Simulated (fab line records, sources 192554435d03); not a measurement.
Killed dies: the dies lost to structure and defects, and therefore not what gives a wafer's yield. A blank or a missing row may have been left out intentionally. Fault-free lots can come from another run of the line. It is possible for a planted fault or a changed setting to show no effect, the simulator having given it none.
Matching of chambers + flow n5 finfet + 4 sister chambers for N5_BEOL_M15_ETCH_61 on rie diel-05
The step etches BARC in N2/H2, target depth 89 nm, overetch 26.7 nm, time 67.9 s. 4 wafers are shown with their chamber, then 8 later ones without.

## EACH WAFER AND ITS CHAMBER
| wafer  | chamber | showerhead plenum p Torr (Torr) |
|--------|---------|---------------------------------|
| L082.5 | 1       | 2.67                            |
| L079.5 | 0       | 2.68                            |
| L081.2 | 3       | 2.45                            |
| L092.3 | 2       | 2.67                            |

## WAFERS WHOSE CHAMBER IS MISSING
| wafer  | showerhead plenum p Torr (Torr) |
|--------|---------------------------------|
| L092.5 | 2.44                            |
| L092.6 | 2.67                            |
| L093.2 | 2.67                            |
| L093.3 | 2.67                            |
| L093.4 | 2.44                            |
| L097.3 | 2.66                            |
| L097.4 | 2.67                            |
| L097.5 | 2.66                            |

## WHICH CHAMBER EACH ONE RAN IN
| wafer  | from the rows above          | in truth |
|--------|------------------------------|----------|
| L092.5 | 3                            | 3        |
| L092.6 | can't be placed: 1 or 2 or 0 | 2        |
| L093.2 | can't be placed: 1 or 2 or 0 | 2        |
| L093.3 | can't be placed: 1 or 2 or 0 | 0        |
| L093.4 | 3                            | 3        |
| L097.3 | can't be placed: 1 or 2 or 0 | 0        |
| L097.4 | can't be placed: 1 or 2 or 0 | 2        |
| L097.5 | can't be placed: 1 or 2 or 0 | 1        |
Correct placement for 2 of the 8. Can't be placed from these rows: 6 (the true chamber is among the candidates in 6). Number placed wrongly: 0.
How it was worked out, from the rows above alone: a wafer's distance from a chamber is the root of the sum, over the readings, of the square of ((its reading less the chamber's mean) divided by the reading's scatter). If the next closest chamber is less than 2 further off than the closest, the wafer can't be placed; otherwise it belongs to the closest. A chamber's mean is the mean of its shown wafers. The scatter (one wafer shown for each chamber): square how far every hidden wafer sits from the nearest shown wafer, average those squares and take the square root.
